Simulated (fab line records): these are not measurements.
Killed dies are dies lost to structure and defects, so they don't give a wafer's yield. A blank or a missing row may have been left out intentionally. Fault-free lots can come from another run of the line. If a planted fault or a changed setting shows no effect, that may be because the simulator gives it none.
What tool caused it?	flow n5Finfet	24 lots, 72 wafers sampled, at 3 steps of a route of 1938

WHAT THE GAUGES SHOWED, per wafer
N5_FIN_SAQP_CD_MEAS_16: the cd target is 35.6 nm. Usual: 35.53 nm for cdNm, sd 0.29.
lot	measured	on	cdNm (nm)	flag
L074	day 1 22:04	cdSem-03	35.41 35.66 35.72	
L075	day 2 05:55	cdSem-02	35.42 35.76 35.59	
L076	day 2 11:58	cdSem-02	35.42 35.27 35.49	
L077	day 2 18:00	cdSem-03	35.23 35.06 35.29	
L078	day 2 22:21	cdSem-01	35.76 35.78 35.40	
L079	day 3 05:44	cdSem-01	35.68 35.77 35.59	
L080	day 3 10:22	cdSem-02	35.38 35.30 35.60	
L081	day 3 16:14	cdSem-01	35.49 35.02 34.99	
L082	day 3 21:17	cdSem-02	35.87 35.41 35.38	
L083	day 4 03:39	cdSem-02	35.59 35.20 35.30	
L084	day 4 09:24	cdSem-02	36.39 35.52 35.84	
L085	day 4 15:49	cdSem-03	35.65 35.44 35.08	
L086	day 4 23:36	cdSem-02	35.59 35.33 35.77	
L087	day 5 04:00	cdSem-01	35.43 34.86 35.48	
L088	day 5 10:16	cdSem-02	35.26 35.38 35.65	
L089	day 5 15:54	cdSem-03	35.35 34.86 35.30	
L090	day 5 22:02	cdSem-02	35.29 35.82 35.57	
L091	day 6 04:00	cdSem-02	35.38 35.56 35.08	
L092	day 6 09:20	cdSem-03	35.69 35.17 35.57	
L093	day 6 15:54	cdSem-03	35.59 35.93 35.98	
L094	day 6 21:24	cdSem-01	35.60 35.34 35.18	
L095	day 7 05:13	cdSem-01	35.95 35.72 35.84	
L096	day 7 10:10	cdSem-02	35.55 35.73 35.29	
L097	day 7 16:28	cdSem-01	35.67 35.78 35.74	

WHAT TOOL EACH LOT RAN ON (gives the tool, then ch and the chambers of the sampled wafers, and finally the start)
lot	N5_PMOS_HMC_CHANNEL_EPI_CMP_21	N5_FIN_SAQP_PECVD_48
L074	cmp-01 ch 0,1,2, day 1 19:51	pecvd-01 ch 0,2, day 1 21:28
L075	cmp-01 ch 0,2,3, day 2 02:42	pecvd-01 ch 0,1,2, day 2 04:29
L076	cmp-03 ch 0,1,2, day 2 09:43	pecvd-04 ch 0,1, day 2 11:26
L077	cmp-01 ch 0,2, day 2 15:07	pecvd-01 ch 0,1,2, day 2 17:23
L078	cmp-02 ch 1,2, day 2 19:26	pecvd-04 ch 0,1, day 2 21:41
L079	cmp-03 ch 0,3, day 3 03:47	pecvd-03 ch 0,1,2, day 3 05:15
L080	cmp-01 ch 0,1, day 3 08:10	pecvd-03 ch 1,2, day 3 09:45
L081	cmp-02 ch 0,1,3, day 3 14:11	pecvd-01 ch 0,1,2, day 3 15:44
L082	cmp-02 ch 0,1,2, day 3 19:11	pecvd-03 ch 0,1,2, day 3 20:40
L083	cmp-02 ch 0,1,2, day 4 01:32	pecvd-01 ch 0,2, day 4 03:02
L084	cmp-03 ch 0,1, day 4 07:13	pecvd-01 ch 0,2, day 4 08:46
L085	cmp-03 ch 1,2, day 4 13:44	pecvd-03 ch 0,1,2, day 4 15:19
L086	cmp-01 ch 0,1,2, day 4 19:55	pecvd-04 ch 0,2, day 4 23:02
L087	cmp-02 ch 1,2,3, day 5 01:46	pecvd-03 ch 1,2, day 5 03:23
L088	cmp-01 ch 1,2,3, day 5 08:07	pecvd-03 ch 0,2, day 5 09:47
L089	cmp-03 ch 0,1,2, day 5 13:54	pecvd-03 ch 1,2, day 5 15:25
L090	cmp-02 ch 0,2,3, day 5 19:49	pecvd-04 ch 0,1,2, day 5 21:26
L091	cmp-02 ch 0,2,3, day 6 01:53	pecvd-04 ch 0,1, day 6 03:23
L092	cmp-03 ch 0,3, day 6 07:12	pecvd-01 ch 0,2, day 6 08:43
L093	cmp-03 ch 0,1,2, day 6 13:32	pecvd-01 ch 0,1, day 6 15:17
L094	cmp-03 ch 2,3, day 6 19:21	pecvd-04 ch 0,1,2, day 6 20:55
L095	cmp-01 ch 0,2,3, day 7 02:59	pecvd-01 ch 0,1, day 7 04:37
L096	cmp-03 ch 0,1,2, day 7 08:08	pecvd-03 ch 0,1, day 7 09:41
L097	cmp-01 ch 2,3, day 7 14:18	pecvd-03 ch 0,1, day 7 15:50
- N5_PMOS_HMC_CHANNEL_EPI_CMP_21: polishes SiGe30, target thk 54 nm.
- N5_FIN_SAQP_PECVD_48: deposits SiNx from SiH4/NH3/N2, target thk 25 nm, time 22.1 s.

WHAT THE TOOLS THEMSELVES READ (means of the sampled wafers that have a number; where no wafer has one, the mark that the record gives instead)
N5_PMOS_HMC_CHANNEL_EPI_CMP_21. Usual: edgeZonePressureFrac 1.000, standard deviation 0.0049; motorCurrentA 11.7 A, standard deviation 0.84; slurryFlowMlMin 150.0, standard deviation 0.49.
lot	tool	edgeZonePressureFrac	motorCurrentA (A)	slurryFlowMlMin	flag
L074	cmp-01	1.002	11.5	150.2	
L075	cmp-01	1.002	12.4	150.3	
L076	cmp-03	1.000	11.6	149.7	
L077	cmp-01	1.002	11.9	149.6	
L078	cmp-02	0.999	11.1	149.8	
L079	cmp-03	0.994	11.9	150.1	
L080	cmp-01	1.004	11.7	150.2	
L081	cmp-02	1.001	11.2	150.1	
L082	cmp-02	0.998	11.3	149.5	
L083	cmp-02	1.001	12.1	150.0	
L084	cmp-03	1.002	12.0	150.0	
L085	cmp-03	0.994	11.5	150.0	
L086	cmp-01	1.003	11.8	149.9	
L087	cmp-02	0.995	11.1	150.1	
L088	cmp-01	1.001	12.1	149.9	
L089	cmp-03	1.001	11.6	150.0	
L090	cmp-02	1.004	11.3	149.9	
L091	cmp-02	1.001	11.5	149.7	
L092	cmp-03	1.004	11.8	149.9	
L093	cmp-03	1.008	11.5	149.9	
L094	cmp-03	0.997	11.5	149.7	
L095	cmp-01	1.000	11.8	149.7	
L096	cmp-03	1.001	11.6	149.5	
L097	cmp-01	0.999	12.2	149.9	

N5_FIN_SAQP_PECVD_48. Usual: chamberPressureTorr 1.500 Torr, standard deviation 0.0035; heaterPowerW 745 W, standard deviation 86; showerheadPlenumPTorr 5.15 Torr, standard deviation 0.069; showerheadVppV 1096 V, standard deviation 62; throttleValvePct 39.3 %, standard deviation 2.5.
lot	tool	chamberPressureTorr (Torr)	heaterPowerW (W)	showerheadPlenumPTorr (Torr)	showerheadVppV (V)	throttleValvePct (%)	flag
L074	pecvd-01	1.501	636	5.11	1081	38.7	
L075	pecvd-01	1.499	728	5.11	1069	38.1	
L076	pecvd-04	1.499	822	5.21	1039	41.0	
L077	pecvd-01	1.496	680	5.11	1089	38.1	
L078	pecvd-04	1.502	787	5.21	1031	40.9	
L079	pecvd-03	1.500	683	5.16	1120	40.6	
L080	pecvd-03	1.502	748	5.21	1156	42.0	
L081	pecvd-01	1.500	676	5.10	1079	38.0	
L082	pecvd-03	1.500	700	5.17	1116	40.5	
L083	pecvd-01	1.503	675	5.10	1088	38.7	
L084	pecvd-01	1.501	697	5.10	1093	38.8	
L085	pecvd-03	1.502	738	5.17	1130	40.4	
L086	pecvd-04	1.504	816	5.14	1163	37.1	
L087	pecvd-03	1.497	736	5.22	1175	42.0	
L088	pecvd-03	1.499	707	5.12	1062	39.1	
L089	pecvd-03	1.502	781	5.19	1139	42.9	
L090	pecvd-04	1.499	824	5.18	1115	39.3	
L091	pecvd-04	1.498	863	5.19	1057	39.3	
L092	pecvd-01	1.500	721	5.05	1112	38.5	
L093	pecvd-01	1.495	694	5.16	1046	38.2	
L094	pecvd-04	1.497	792	5.18	1107	39.3	
L095	pecvd-01	1.499	701	5.16	1052	38.7	
L096	pecvd-03	1.503	768	5.16	1106	38.3	
L097	pecvd-03	1.499	742	5.21	1151	39.7	

THE ANSWER, worked out from the rows above alone
Rule: lot off if the mean of its wafers having a number is beyond 3 standard deviations from the usual mean. Also off: a lot with no number at a reading for which 4 or more lots have one. All remaining lots with rows at the step are treated as sound. The gauges are gone through in route order, then the tools' own readings, and for those a lot's mean is taken as printed above. At the first step where some lot is off, the reading lying furthest off is the one used; lots without a number count as furthest.
Nothing can be told from this: no lot is off at any reading shown.

WHAT THE SIMULATOR PUT IN
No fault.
